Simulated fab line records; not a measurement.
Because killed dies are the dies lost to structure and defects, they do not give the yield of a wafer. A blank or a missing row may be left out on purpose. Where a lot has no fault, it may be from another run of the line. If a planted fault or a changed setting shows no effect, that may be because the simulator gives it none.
fab line records | flow n5Finfet
[record] lots = 7 wafers = 21
route steps=1938 shown BEOL_M4@1070 BEOL_M5@1119 BEOL_M7@1273
startH: the number of hours between the record's first day and the start of the first shown wafer of the lot | waitH: hours since the lot's step before | " the same as in the row above | L1.1+2: several wafers, shown together as one row | - no value, or no start given | * or withheld: withheld | < > ~ a bound
route shown NAME@n: names a module that has steps shown in the file, with the first one's number in the route | usual: mean and standard deviation over wafers with no fault | same: alike in all rows | chamber/n: place in a boat | sites: per-site readings | _std_site: the standard deviation of these | _edge_site: mean of outer sites minus mean of inner sites | radiusMm: how far each site lies from the wafer's centre | mask NAME#n: copy n | behind: tool/chamber where the wafer was last shaped | hold: the reason the lot was held/the length of the hold in hours/how it ended | device: which transistor (n, p or np) failed to switch | end of line: the same wafers' tests at the end of the route | step lacking rows: just its recipe | killed: dies that structure and defects cost at the first sort, which is not the same as the wafer's yield | map: a wafer's dies, marking killed ones x, the rest . and places with no die _
set.NAME: the setting the step ran with; set.NAME@STEP: the setting that earlier step ran with | model.NAME: the simulator's own value behind a step, which no gauge read
lots whose settings were changed on purpose; a table a step, a row a wafer
[[steps]]
[step N5_BEOL_M4_TRENCH_ETCH_37]
[recipe] chemistry = C4F6/O2 targetDepthA = 555.55 target = SiOC timeS = 29.2 ionEnergyEv = 250 pressureMtorr = 30 sourceW = 355 biasW = 185 Ar_flow_sccm = 300 C4F6_flow_sccm = 10 O2_flow_sccm = 10
// columns lot.wafer tool chamber startH waitH set.timeS model.BEOL_M4.featureDepthNm model.etch.depthNm
L074.2 rieDiel-06 3 - - 29.2 55.4 55.49
L074.4 " 2 " " 29.2 55.8 55.8
L074.6 " 1 " " 29.2 55.8 55.84
L075.1 rieDiel-04 3 - - 29.2 56 55.93
L075.4 " 2 " " 29.2 57.2 57.12
L075.5 " 3 " " 29.2 56.2 56.11
L078.1 rieDiel-05 0 - - 23.4 43.8 43.84
L078.3 " 3 " " 23.4 44 44.06
L078.6 " 3 " " 29.2 54.8 54.87
L090.4 rieDiel-04 0 - - 34.08 65.8 65.8
L090.5 " 2 " " 29.2 56 56.05
L090.6 " 3 " " 29.2 56.6 56.66
L089.1 rieDiel-06 2 - - 29.2 55.4 55.33
L089.3 " 1 " " 29.2 56.2 56.25
L089.4 " 0 " " 29.2 53.2 53.25
L091.2 rieDiel-04 1 - - 29.2 56 55.99
L091.3 " 3 " " 24.32 47 47.09
L091.4 " 2 " " 29.2 56.2 56.13
L096.1 rieDiel-05 2 - - 29.2 56.2 56.14
L096.3 " 0 " " 29.2 54 54.01
L096.5 " 1 " " 29.2 56.8 56.81
[step N5_BEOL_M4_ETCH_41]
[recipe] chemistry = CH3F/O2 target = SiCN targetDepthA = 299 taperDeg = 2 timeS = 52.5 ionEnergyEv = 120 maskMaterial = TiN pressureMtorr = 30 sourceW = 395 biasW = 75 Ar_flow_sccm = 150 CH3F_flow_sccm = 30 O2_flow_sccm = 20
[step N5_BEOL_M4_STRIP_97]
[recipe] chemistry = N2/H2 timeS = 10 powerW = 450 tempC = 40 pressureMtorr = 20 rfFrequencyHz = 6e+07 biasPowerW = 7 n2FlowSccm = 200 h2FlowSccm = 200
[step N5_BEOL_M4_OCD_MEAS_38]
[usual] trenchDepthNm = 55.8/1.2
// columns lot.wafer tool chamber startH waitH set.timeS@BEOL_M4_TRENCH_ETCH_37 trenchDepthNm
L074.2 ocd-02 - 157.67 - 29.2 55.3
L074.4 " - " " 29.2 55.5
L074.6 " - " " 29.2 55.9
L075.1 ocd-01 - 174.39 - 29.2 55.7
L075.4 " - " " 29.2 57.0
L075.5 " - " " 29.2 56.5
L078.1 ocd-02 - 191.35 - 23.4 44.4
L078.3 " - " " 23.4 44.1
L078.6 " - " " 29.2 54.5
L090.4 ocd-01 - 279.64 - 34.08 65.7
L090.5 " - " " 29.2 56.5
L090.6 " - " " 29.2 56.4
L089.1 ocd-02 - 279.67 - 29.2 55.3
L089.3 " - " " 29.2 56.2
L089.4 " - " " 29.2 53.3
L091.2 ocd-02 - 295.00 - 29.2 55.9
L091.3 " - " " 24.32 47.4
L091.4 " - " " 29.2 56.2
L096.1 ocd-02 - 321.30 - 29.2 56.4
L096.3 " - " " 29.2 53.7
L096.5 " - " " 29.2 56.5
[step N5_BEOL_M4_HM_STRIP_39]
[recipe] chemistry = peroxideTinStrip material = TiN targetDepthA = 250 tempC = 50 timeS = 158
[step N5_BEOL_M4_SRD_40]
[recipe] timeS = 30 tempC = 23 rinseLiquid = diw dry = ipaMarangoni
[step N5_BEOL_M4_ECD_50]
[recipe] material = Cu targetThkA = 3000
[step N5_BEOL_M4_ANNEAL_51]
[recipe] tempC = 225 timeS = 90 ambient = N2
[step N5_BEOL_M4_CMP_52]
[recipe] stopOn = SiOC tOverpolishS = 6.8 downForcePsi = 1 platenRpm = 50 clearingPlatenDownForcePsi = 1.5 clearingPlatenRpm = 50 postCmpClean = cuAlkaline targetThkNm = 40 clearingPlatenPadVelocityMS = 0.99484 padVelocityMS = 0.99484
// columns lot.wafer tool chamber startH waitH set.timeS@BEOL_M4_TRENCH_ETCH_37 model.Cu_of_BEOL_M4_ECD_50.thkNm
L074.4 cmp-02 2 161.08 0.1 29.2 40.2
L074.2 " 3 " " 29.2 41.2
L074.6 " 3 " " 29.2 41.4
L075.1 cmp-01 0 177.84 0.3 29.2 37.4
L075.4 " 1 " " 29.2 38.4
L075.5 " 3 " " 29.2 37.6
L078.3 cmp-01 1 195.23 0.2 23.4 27.6
L078.1 " 2 " " 23.4 29.4
L078.6 " 0 " " 29.2 38.4
L090.4 cmp-02 0 283.25 0.2 34.08 52
L090.5 " 3 " " 29.2 39.6
L090.6 " 0 " " 29.2 42.8
L089.3 cmp-01 3 283.75 0.2 29.2 41.4
L089.4 " 0 " " 29.2 36.2
L089.1 " 2 " " 29.2 41.2
L091.4 cmp-02 0 298.58 0.2 29.2 41.8
L091.2 " 1 " " 29.2 40.6
L091.3 " 2 " " 24.32 30.6
L096.1 cmp-01 2 324.37 0.3 29.2 42.4
L096.3 " 1 " " 29.2 37
L096.5 " 2 " " 29.2 43.8
[step N5_BEOL_M4_THK_MEAS_53]
[recipe] thkMeasGauge = xrf reads = Cu_of_BEOL_M4_ECD_50
[usual] M4_THK = 40.5/1.9
// columns lot.wafer tool chamber startH waitH set.timeS@BEOL_M4_TRENCH_ETCH_37 M4_THK[nm]
L074.2 filmMetro-02 - 161.38 - 29.2 41.3
L074.4 " - " " 29.2 40.2
L074.6 " - " " 29.2 41.7
L075.1 filmMetro-01 - 178.09 - 29.2 37.1
L075.4 " - " " 29.2 38.4
L075.5 " - " " 29.2 37.4
L078.1 filmMetro-02 - 195.45 - 23.4 29.6
L078.3 " - " " 23.4 27.8
L078.6 " - " " 29.2 38.8
L090.4 filmMetro-02 - 283.53 0.2 34.08 52.2
L090.5 " - " " 29.2 39.7
L090.6 " - " " 29.2 43.0
L089.1 filmMetro-01 - 284.05 - 29.2 41.1
L089.3 " - " " 29.2 41.3
L089.4 " - " " 29.2 36.2
L091.2 filmMetro-01 - 298.83 - 29.2 40.4
L091.3 " - " " 24.32 30.6
L091.4 " - " " 29.2 41.8
L096.1 filmMetro-02 - 324.66 - 29.2 42.6
L096.3 " - " " 29.2 37.1
L096.5 " - " " 29.2 44.1
[step N5_BEOL_M4_PRE_CLEAN_60]
[recipe] gas = NH3/H2 timeS = 15 tempC = * rfPowerW = 300
[step N5_BEOL_M4_CO_CAP_55]
[recipe] material = Co targetThkA = 20 tempC = 200 precursor = CCTBA/H2 pressureTorr = 30 timeS = 102.1
[step N5_BEOL_M4_PRE_CLEAN_56]
[recipe] gas = NH3 timeS = 15 tempC = withheld rfPowerW = 300
[step N5_BEOL_M4_DEP_57]
[recipe] material = SiCN targetThkA = 80 tempC = withheld precursor = 3MS/NH3 pressureTorr = 3 rfW = 202 timeS = 14
[step N5_BEOL_M4_RS_MEAS_58]
[recipe] thkMeasGauge = four-point-probe reads = Co_of_BEOL_M4_CO_CAP_55+Cu_of_BEOL_M4_ECD_50+Co_of_BEOL_M4_CVD_47+TaN_of_BEOL_M4_ALD_84
[usual] M4_RS = 0.66/0.039
// columns lot.wafer tool chamber startH waitH set.timeS@BEOL_M4_TRENCH_ETCH_37 M4_RS[ohm/sq]
L074.2 filmMetro-01 - 161.64 0.1 29.2 0.64
L074.4 " - " " 29.2 0.67
L074.6 " - " " 29.2 0.64
L075.1 filmMetro-02 - 178.35 0.0 29.2 0.73
L075.4 " - " " 29.2 0.70
L075.5 " - " " 29.2 0.72
L078.1 filmMetro-01 - 195.78 0.0 23.4 1.00
L078.3 " - " " 23.4 1.10
L078.6 " - " " 29.2 0.70
L090.4 filmMetro-02 - 283.91 0.0 34.08 0.48
L090.5 " - " " 29.2 0.68
L090.6 " - " " 29.2 0.61
L089.1 filmMetro-02 - 284.31 0.0 29.2 0.64
L089.3 " - " " 29.2 0.64
L089.4 " - " " 29.2 0.76
L091.2 filmMetro-01 - 299.10 0.1 29.2 0.66
L091.3 " - " " 24.32 0.95
L091.4 " - " " 29.2 0.63
L096.1 filmMetro-02 - 324.93 0.0 29.2 0.62
L096.3 " - " " 29.2 0.74
L096.5 " - " " 29.2 0.59
[step N5_BEOL_M5_COAT_71]
[recipe] resist = underlayer tempC = 205 timeS = 60 spinRpm = 1500 resistThkNm = 5
// columns lot.wafer tool chamber startH waitH set.spinRpm
L074.2+4+6 lithoTrack-03 0 - - 1500
L075.1 lithoTrack-04 0 - - 1500
L075.4+5 " 0 " " 1341
L078.1+3+6 lithoTrack-03 0 - - 1500
L090.4+5+6 lithoTrack-03 0 - - 1500
L089.1+3+4 lithoTrack-03 0 - - 1500
L091.2 lithoTrack-03 0 - - 1500
L091.3+4 " 0 " " 1422
L096.1+3 lithoTrack-04 0 - - 1500
L096.5 " 0 " " 1593
[step N5_BEOL_M5_COAT_05]
[recipe] resist = CAR-EUV spinRpm = 1500 resistThkNm = 30
// columns lot.wafer tool chamber startH waitH set.spinRpm model.CAR-EUV_of_BEOL_M5_COAT_05.thkNm
L074.2 lithoTrack-03 0 - - 1362 31.6
L074.4+6 " 0 " " 1362 31.4
L075.1+5 lithoTrack-04 0 - - 1414 31
L075.4 " 0 " " 1500 30
L078.1+6 lithoTrack-03 0 - - 1500 30
L078.3 " 0 " " 1559 29.6
L090.4+5+6 lithoTrack-03 0 - - 1500 30
L089.1+3+4 lithoTrack-03 0 - - 1500 30.2
L091.2 lithoTrack-03 0 - - 1385 31.4
L091.3 " 0 " " 1385 31.2
L091.4 " 0 " " 1500 30.2
L096.1 lithoTrack-04 0 - - 1456 30.6
L096.3 " 0 " " 1500 30
L096.5 " 0 " " 1456 30.4
[step N5_BEOL_M5_EBR_07]
[recipe] solvent = PGMEA ebrWidthMm = 1.5
[step N5_BEOL_M5_SOFTBAKE_06]
[recipe] tempC = 110 timeS = 60 resist = CAR-EUV
[step N5_BEOL_M5_EXPOSE_08]
[recipe] maskId = M5 na = 0.33 sourceShape = annular sigmaInner = 0.4 sigmaOuter = 0.8 polarization = unpolarized targetCdNm = 28 doseMj = 35.75
[step N5_BEOL_M5_PEB_09]
[recipe] pebTempC = 100 pebTimeS = 60 resist = CAR-EUV
[step N5_BEOL_M5_DEVELOP_10]
[recipe] developTimeS = 30 developer = TMAH resist = CAR-EUV rinseLiquid = surfactantRinse dry = airSpin devTempC = 23
// columns lot.wafer tool chamber startH waitH set.spinRpm@BEOL_M5_COAT_05 model.CAR-EUV_of_BEOL_M5_COAT_05.thkNm
L074.2+6 lithoTrack-01 0 - - 1362 31
L074.4 " 0 " " 1362 30.8
L075.1 lithoTrack-01 0 - - 1414 30.4
L075.4 " 0 " " 1500 29.6
L075.5 " 0 " " 1414 30.6
L078.1+6 lithoTrack-03 0 - - 1500 29.6
L078.3 " 0 " " 1559 29
L090.4+5+6 lithoTrack-01 0 - - 1500 29.6
L089.1+3+4 lithoTrack-04 0 - - 1500 29.6
L091.2 lithoTrack-01 0 - - 1385 31
L091.3 " 0 " " 1385 30.8
L091.4 " 0 " " 1500 29.6
L096.1+5 lithoTrack-01 0 - - 1456 30
L096.3 " 0 " " 1500 29.6
[step N5_BEOL_M5_DESCUM_16]
[recipe] chemistry = O2 timeS = 7 sourcePowerW = 50 biasPowerW = 20 pressureMtorr = 20 rfFrequencyHz = 2.712e+07 tempC = 40 resist = CAR-EUV o2FlowSccm = 225
// columns lot.wafer tool chamber startH waitH set.spinRpm@BEOL_M5_COAT_05 model.CAR-EUV_of_BEOL_M5_COAT_05.thkNm
L074.2+6 rieDiel-03 0,1 165.41 0.0 1362 27.6
L074.4 " 2 " " 1362 27.4
L075.1+5 rieDiel-02 2 182.55 0.0 1414 27
L075.4 " 0 " " 1500 26
L078.1 rieDiel-02 0 198.92 0.0 1500 26
L078.3 " 3 " " 1559 25.6
L078.6 " 3 " " 1500 26.2
L090.4+5 rieDiel-03 0,1 286.83 0.0 1500 26.2
L090.6 " 3 " " 1500 26
L089.1+3+4 rieDiel-02 0,1,2 287.68 0.0 1500 26.2
L091.2 rieDiel-03 1 302.08 0.0 1385 27.6
L091.3 " 3 " " 1385 27.2
L091.4 " 3 " " 1500 26
L096.1+5 rieDiel-03 2 327.49 0.0 1456 26.6
L096.3 " 1 " " 1500 26.2
[step N5_BEOL_M5_ETCH_72]
[recipe] chemistry = N2/H2 target = underlayer targetDepthA = 65 maskMaterial = CAR-EUV timeS = 5.2 ionEnergyEv = 200 pressureMtorr = 30 sourceW = 840 biasW = 150 n2FlowSccm = 200 h2FlowSccm = 200 ends = cleared
// columns lot.wafer tool chamber startH waitH set.spinRpm@BEOL_M5_COAT_71 model.etch.depthNm
L074.2 rieDiel-03 0 165.44 0.0 1500 5.015
L074.4 " 2 " " 1500 5.016
L074.6 " 1 " " 1500 5.011
L075.1 rieDiel-02 2 182.58 0.0 1500 5.005
L075.4 " 0 " " 1341 5.276
L075.5 " 2 " " 1341 5.273
L078.1 rieDiel-02 0 198.95 0.0 1500 5.02
L078.3 " 3 " " 1500 5.023
L078.6 " 3 " " 1500 5.032
L090.4 rieDiel-03 0 286.86 0.0 1500 4.968
L090.5 " 1 " " 1500 4.988
L090.6 " 3 " " 1500 4.992
L089.1 rieDiel-02 0 287.72 0.0 1500 4.99
L089.3 " 1 " " 1500 5.005
L089.4 " 2 " " 1500 5.011
L091.2 rieDiel-03 1 302.12 0.0 1500 4.984
L091.3 " 3 " " 1422 5.136
L091.4 " 3 " " 1422 5.127
L096.1+3 rieDiel-03 2,1 327.53 0.0 1500 4.962
L096.5 " 2 " " 1593 4.828
[step N5_BEOL_M5_DEP_56]
[recipe] material = SiCN targetThkA = 80 tempC = withheld precursor = 3MS/NH3 pressureTorr = 3 rfW = 202 timeS = 14
// columns lot.wafer tool chamber startH waitH set.timeS model.SiCN_of_BEOL_M5_DEP_56.thkNm
L074.2 pecvd-03 1 174.70 0.0 14.82 8.4
L074.4 " 0 " " 14.82 8.8
L074.6 " 2 " " 14 8.2
L075.1 pecvd-02 1 191.60 0.0 14.94 8.4
L075.4 " 2 " " 14 7.4
L075.5 " 0 " " 14 7.8
L078.1 pecvd-04 1 247.00 0.0 14 8.2
L078.3 " 0 " " 14 8
L078.6 " 0 " " 13.2 7.6
L090.4 pecvd-02 2 295.96 0.0 11.95 6.8
L090.5 " 1 " " 11.95 7
L090.6 " 0 " " 14 7.8
L089.1+4 pecvd-02 1,0 296.68 0.0 14 7.8
L089.3 " 2 " " 14 7.6
L091.2 pecvd-03 0 311.41 0.0 14 7.8
L091.3 " 2 " " 15.32 8.4
L091.4 " 1 " " 15.32 8.6
L096.1+5 pecvd-03 1,2 337.63 0.0 14 7.8
L096.3 " 0 " " 14 8
[step N5_BEOL_M7_EXPOSE_08]
[recipe] maskId = M7 na = 1.35 sourceShape = dipole sigmaInner = 0.817 sigmaOuter = 0.97 polarization = te doseMj = 68.25
// columns lot.wafer tool chamber startH waitH mask set.doseMj
L074.2+4 arfiScanner-02 0 185.64 - M7#0 72.35
L074.6 " 0 " " M7#0 68.25
L075.1 arfiScanner-02 0 199.97 - M7#0 73.08
L075.4+5 " 0 " " M7#0 68.25
L078.1 arfiScanner-03 0 259.42 - M7#0 71.43
L078.3+6 " 0 " " M7#0 68.25
L089.1+3+4 arfiScanner-02 0 305.09 - M7#0 68.25
L090.4+5+6 arfiScanner-03 0 307.86 - M7#0 68.25
L091.2+4 arfiScanner-01 0 325.07 - M7#0 68.25
L091.3 " 0 " " M7#0 66.19
L096.1 arfiScanner-02 0 347.24 - M7#0 68.25
L096.3+5 " 0 " " M7#0 72.14
[step N5_BEOL_M7_PEB_09]
[recipe] pebTempC = withheld pebTimeS = 60 resist = CAR-ArF
[step N5_BEOL_M7_DEVELOP_10]
[recipe] developTimeS = 30 developer = TMAH resist = CAR-ArF rinseLiquid = diw dry = airSpin devTempC = 23
[step N5_BEOL_M7_CD_MEAS_11]
[recipe] targetCdNm = 38.5 landingEnergyEv = 500 detector = seInlens polarity = opening
[usual] cdNm = 39.1/0.52
// columns lot.wafer tool chamber startH waitH set.doseMj@BEOL_M7_EXPOSE_08 cdNm
L074.2 cdSem-03 0 185.77 - 72.35 41.5
L074.4 " 0 " " 72.35 42.7
L074.6 " 0 " " 68.25 40.0
L075.1 cdSem-03 0 200.10 - 73.08 43.2
L075.4 " 0 " " 68.25 39.6
L075.5 " 0 " " 68.25 39.6
L078.1 cdSem-02 0 259.55 - 71.43 40.6
L078.3 " 0 " " 68.25 38.8
L078.6 " 0 " " 68.25 40.0
L089.1 cdSem-01 0 305.22 - 68.25 39.4
L089.3 " 0 " " 68.25 38.5
L089.4 " 0 " " 68.25 38.3
L090.4 cdSem-03 0 307.97 - 68.25 39.1
L090.5 " 0 " " 68.25 39.3
L090.6 " 0 " " 68.25 38.6
L091.2 cdSem-03 0 325.20 - 68.25 38.7
L091.3 " 0 " " 66.19 37.3
L091.4 " 0 " " 68.25 39.1
L096.1 cdSem-02 0 347.37 - 68.25 38.4
L096.3 " 0 " " 72.14 41.3
L096.5 " 0 " " 72.14 42.5
[step N5_BEOL_M7_ETCH_61]
[recipe] chemistry = CF4 target = SiARC targetDepthA = 455 maskMaterial = CAR-ArF timeS = 75.8 ionEnergyEv = 80 pressureMtorr = 40 sourceW = 545 biasW = 36 Ar_flow_sccm = 100 cf4FlowSccm = 100 ends = cleared
[usual] rfVppV = 184.1/1.2
// columns lot.wafer tool chamber startH waitH set.sourceW rfVppV
L074.2 rieDiel-02 2 186.60 0.0 585.3 178.2
L074.4 " 1 " " 545 183.2
L074.6 " 0 " " 545 184.2
L075.1 rieDiel-01 3 200.22 0.0 611 177.8
L075.4 " 0 " " 545 184.9
L075.5 " 2 " " 611 178.1
L078.1 rieDiel-01 2 260.01 0.0 545 185.3
L078.3 " 0 " " 595.1 179.9
L078.6 " 2 " " 545 185.1
L089.1 rieDiel-01 1 305.34 0.0 545 183.6
L089.3 " 3 " " 545 182.3
L089.4 " 0 " " 545 183.6
L090.4 rieDiel-02 3 308.25 0.0 545 183.6
L090.5 " 2 " " 620.7 177.6
L090.6 " 3 " " 545 181.7
L091.2 rieDiel-02 0 325.32 0.0 612.5 176.8
L091.3 " 3 " " 612.5 174.9
L091.4 " 2 " " 545 185.6
L096.1 rieDiel-03 0 347.49 0.0 545 182.1
L096.3 " 2 " " 485.1 191.1
L096.5 " 1 " " 545 182.0
[step N5_BEOL_M7_ETCH_62]
[recipe] chemistry = N2/H2 target = SOC targetDepthA = 1100 overetchA = 220 maskMaterial = SiARC tempC = 40 timeS = 165 ionEnergyEv = 200 pressureMtorr = 30 sourceW = 840 biasW = 150 n2FlowSccm = 200 h2FlowSccm = 200
[step N5_BEOL_M7_STRIP_68]
[recipe] chemistry = N2/H2 tempC = 40 n2FlowSccm = 200 h2FlowSccm = 200 rfFrequencyHz = 6e+07
[step N5_BEOL_M7_HM_OPEN_17]
[recipe] chemistry = Cl2/BCl3 targetDepthA = 200 overetchA = 60 target = TiN maskMaterial = SOC ionEnergyEv = 150 pressureMtorr = 10 icpW = 1000 biasW = 126 Cl2_flow_sccm = 53.25 bcl3FlowSccm = 21.75 Ar_flow_sccm = 25
[step N5_BEOL_M7_STRIP_19]
[recipe] chemistry = O2 powerW = 400 tempC = 40 pressureMtorr = 30 rfFrequencyHz = 6e+07 biasPowerW = 0 overashFraction = 0.2 o2FlowSccm = 225
[step N5_BEOL_M7_CD_MEAS_18]
[recipe] pitchNm = 80 targetCdNm = 40
[usual] cdNm = 40.7/0.69
// columns lot.wafer tool chamber startH waitH set.doseMj@BEOL_M7_EXPOSE_08 cdNm
L074.2 cdSem-01 - 187.07 0.1 72.35 44.0
L074.4 " - " " 72.35 44.7
L074.6 " - " " 68.25 41.6
L075.1 cdSem-03 - 200.68 0.0 73.08 44.4
L075.4 " - " " 68.25 40.7
L075.5 " - " " 68.25 41.6
L078.1 cdSem-02 - 260.53 0.0 71.43 42.1
L078.3 " - " " 68.25 39.4
L078.6 " - " " 68.25 41.0
L089.1 cdSem-03 - 305.76 0.0 68.25 41.3
L089.3 " - " " 68.25 39.8
L089.4 " - " " 68.25 40.0
L090.4 cdSem-03 - 308.77 0.1 68.25 40.9
L090.5 " - " " 68.25 40.6
L090.6 " - " " 68.25 40.6
L091.2 cdSem-02 - 325.74 0.1 68.25 39.7
L091.3 " - " " 66.19 39.4
L091.4 " - " " 68.25 40.6
L096.1 cdSem-03 - 347.92 0.0 68.25 40.0
L096.3 " - " " 72.14 43.3
L096.5 " - " " 72.14 43.3
[step N5_BEOL_M7_COAT_71]
[recipe] resist = underlayer tempC = 205 timeS = 60 spinRpm = 1500 resistThkNm = 5
// columns lot.wafer tool chamber startH waitH set.spinRpm
L074.2+4+6 lithoTrack-04 0 - - 1500
L075.1+5 lithoTrack-05 0 - - 1345
L075.4 " 0 " " 1500
L078.1+3 lithoTrack-01 0 - - 1500
L078.6 " 0 " " 1598
L089.1+3+4 lithoTrack-04 0 - - 1500
L090.4+5+6 lithoTrack-01 0 - - 1500
L091.2+3 lithoTrack-05 0 - - 1410
L091.4 " 0 " " 1500
L096.1+3+5 lithoTrack-04 0 - - 1500
[[key]]
[split] step = N5_BEOL_M4_TRENCH_ETCH_37 setting = timeS stated = 29.2 by = wafer
[response] step = N5_BEOL_M4_TRENCH_ETCH_37 reading = model.BEOL_M4.featureDepthNm change = +0.553 per = 1% r = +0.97
[response] step = N5_BEOL_M4_TRENCH_ETCH_37 reading = model.etch.depthNm change = +0.55 per = 1% r = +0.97
[response] step = N5_BEOL_M4_OCD_MEAS_38 reading = trenchDepthNm change = +0.527 per = 1% r = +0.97
[response] step = N5_BEOL_M4_CMP_52 reading = model.Cu_of_BEOL_M4_ECD_50.thkNm change = +0.582 per = 1% r = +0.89
[response] step = N5_BEOL_M4_THK_MEAS_53 reading = M4_THK change = +0.584 per = 1% r = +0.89
[response] step = N5_BEOL_M4_RS_MEAS_58 reading = M4_RS change = -0.0154 per = 1% r = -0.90
[split] step = N5_BEOL_M5_COAT_71 setting = spinRpm stated = 1500 by = wafer
[response] step = N5_BEOL_M5_ETCH_72 reading = model.etch.depthNm change = -0.0251 per = 1% r = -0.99
[split] step = N5_BEOL_M5_COAT_05 setting = spinRpm stated = 1500 by = wafer
[response] step = N5_BEOL_M5_COAT_05 reading = model.CAR-EUV_of_BEOL_M5_COAT_05.thkNm change = -0.149 per = 1% r = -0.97
[response] step = N5_BEOL_M5_DEVELOP_10 reading = model.CAR-EUV_of_BEOL_M5_COAT_05.thkNm change = -0.161 per = 1% r = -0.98
[response] step = N5_BEOL_M5_DESCUM_16 reading = model.CAR-EUV_of_BEOL_M5_COAT_05.thkNm change = -0.169 per = 1% r = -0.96
[split] step = N5_BEOL_M5_DEP_56 setting = timeS stated = 14 by = wafer
[response] step = N5_BEOL_M5_DEP_56 reading = model.SiCN_of_BEOL_M5_DEP_56.thkNm change = +0.0731 per = 1% r = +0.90
[split] step = N5_BEOL_M7_EXPOSE_08 setting = doseMj stated = 68.25 by = wafer
[response] step = N5_BEOL_M7_CD_MEAS_11 reading = cdNm change = +0.455 per = 1% r = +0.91
[response] step = N5_BEOL_M7_CD_MEAS_18 reading = cdNm change = +0.462 per = 1% r = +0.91
[split] step = N5_BEOL_M7_ETCH_61 setting = sourceW stated = 545 by = wafer
[response] step = N5_BEOL_M7_ETCH_61 reading = rfVppV shape = bent atLowest = 191.1 atStated = 183.6 atHighest = 177.6
[split] step = N5_BEOL_M7_COAT_71 setting = spinRpm stated = 1500 by = wafer
response none in this file
